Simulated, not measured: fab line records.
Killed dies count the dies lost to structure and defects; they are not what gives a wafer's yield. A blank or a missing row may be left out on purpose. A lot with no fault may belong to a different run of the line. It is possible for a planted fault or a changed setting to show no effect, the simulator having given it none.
Matching of chambers	flow n5_finfet	N5_BEOL_M2_ILD_DEP_00 on pecvd-03: 3 sister chambers
The step deposits SiOC from DEMS/O2, target thk 79 nm, time 15.3 s. 3 wafers are shown with their chamber, then 7 later ones without.

WAFERS WITH THEIR CHAMBER
wafer	chamber	showerhead_vpp_V (V)
L620.5	2	1314
L626.1	0	1508
L626.3	1	1422

WAFERS MISSING THEIR CHAMBER
wafer	showerhead_vpp_V (V)
L626.4	1328
L628.2	1384
L628.5	1296
L628.6	1469
L627.3	1302
L627.4	1393
L627.6	1328

THE CHAMBER EACH PASSED THROUGH
wafer	from the rows above	in truth
L626.4	2	2
L628.2	can't be placed: 1 or 2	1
L628.5	2	2
L628.6	can't be placed: 0 or 1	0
L627.3	2	2
L627.4	can't be placed: 1 or 2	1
L627.6	2	2
Correct placement for 4 of the 7. Cannot be placed on the basis of these rows: 3; the candidates contain the true chamber in 3. Number placed wrongly: 0.
How it was worked out, from the rows above alone: a wafer's distance from a chamber is the root of the sum, over the readings, of the square of ((its reading less the chamber's mean) divided by the reading's scatter). If the next closest chamber is less than 2 further off than the closest, the wafer can't be placed; otherwise it belongs to the closest. For every chamber, the mean is computed from those of its wafers that are shown. The scatter (one wafer shown for each chamber): square how far every hidden wafer sits from the nearest shown wafer, average those squares and take the square root.
